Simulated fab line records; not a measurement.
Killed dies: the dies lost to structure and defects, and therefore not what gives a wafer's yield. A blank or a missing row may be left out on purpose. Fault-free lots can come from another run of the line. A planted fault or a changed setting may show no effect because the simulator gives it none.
What tool caused it? | flow n5Finfet | 9 lots, 25 wafers sampled, at 3 steps of a route of 1938

== WHAT THE GAUGES SHOWED, per wafer ==
N5_BEOL_M3_OCD_MEAS_38.
lot  | measured     | on     | trenchDepthNm (nm)
L474 | day 8 07:40  | ocd-01 | 55.6 55.8 55.5
L476 | day 8 19:10  | ocd-01 | 54.9 55.2 55.3
L478 | day 9 00:20  | ocd-01 | 55.1 55.0 55.8
L479 | day 9 03:32  | ocd-01 | 56.3 55.1 56.7
L487 | day 14 01:47 | ocd-02 | 74.3 56.2
L489 | day 14 18:43 | ocd-02 | 74.5 72.4
L494 | day 14 18:43 | ocd-01 | 54.9 55.6 54.5
L493 | day 14 19:13 | ocd-02 | 55.4 54.2 55.4
L496 | day 15 06:02 | ocd-01 | 54.8 55.5 55.6

== WHICH TOOL RAN EACH LOT (tool, then ch and the chambers of the sampled wafers, then the start) ==
lot  | N5_BEOL_M3_TRENCH_ETCH_37         | N5_BEOL_M3_ETCH_41
L474 | rieDiel-03 ch 0,2,3, day 8 07:31  | rieDiel-03 ch 0,2,3, day 8 07:40 or earlier
L476 | rieDiel-01 ch 1,2, day 8 19:01    | rieDiel-01 ch 1,2, day 8 19:10 or earlier
L478 | rieDiel-03 ch 1,2,3, day 9 00:10  | rieDiel-03 ch 1,2,3, day 9 00:20 or earlier
L479 | rieDiel-01 ch 0,1,3, day 9 03:23  | rieDiel-01 ch 0,1,3, day 9 03:32 or earlier
L487 | rieDiel-01 ch 0, day 14 01:38     | rieDiel-01 ch 0, day 14 01:47 or earlier
L489 | rieDiel-01 ch 1,3, day 14 18:34   | rieDiel-01 ch 1,3, day 14 18:43 or earlier
L494 | rieDiel-03 ch 0,3, day 14 18:34   | rieDiel-03 ch 0,3, day 14 18:43 or earlier
L493 | rieDiel-03 ch 1,3, day 14 19:03   | rieDiel-03 ch 1,3, day 14 19:13 or earlier
L496 | rieDiel-03 ch 1,2,3, day 15 05:53 | rieDiel-03 ch 1,2,3, day 15 06:02 or earlier
- N5_BEOL_M3_TRENCH_ETCH_37: etches SiOC in C4F6/O2, target depth 55.555 nm, time 29.2 s.
- N5_BEOL_M3_ETCH_41: etches SiCN in CH3F/O2, target depth 29.9 nm, time 52.5 s.

== THE ANSWER, worked out from the rows above alone ==
Rule: what is usual is taken from the lots themselves. Put in order of their means at a reading, lots are off if they are a third of the lots or fewer, leave a main group of 4 or more, and stand apart from it by a gap of 3 or more times the standard deviation of the main group's means; of several such gaps the widest counts. If all means in a main group match to the digits the tables above print for the reading, that group is not used. Also off: a lot with no number at a reading for which 4 or more lots have one. The other lots that the step has rows for count as sound.
Off: L487, L489, at N5_BEOL_M3_OCD_MEAS_38 (trenchDepthNm). For the main group the mean is 55.3 nm and the standard deviation 0.35.
If a tool, at a process step before that reading, ran all the lots that are off and no sound lot after the first of them, it fits. Gauges at N5_BEOL_M3_OCD_MEAS_38: tried the same way as those tools. With no start given for some of its lots, N5_BEOL_M3_ETCH_41 uses the hours and lot order of N5_BEOL_M3_OCD_MEAS_38. One fits: rieDiel-01 at N5_BEOL_M3_TRENCH_ETCH_37 and N5_BEOL_M3_ETCH_41. At N5_BEOL_M3_TRENCH_ETCH_37 its last sound lot is L479 (day 9 03:23), its first lot that is off L487 (day 14 01:38): a fault that began between those two fits.

== WHAT THE SIMULATOR HAD INSERTED ==
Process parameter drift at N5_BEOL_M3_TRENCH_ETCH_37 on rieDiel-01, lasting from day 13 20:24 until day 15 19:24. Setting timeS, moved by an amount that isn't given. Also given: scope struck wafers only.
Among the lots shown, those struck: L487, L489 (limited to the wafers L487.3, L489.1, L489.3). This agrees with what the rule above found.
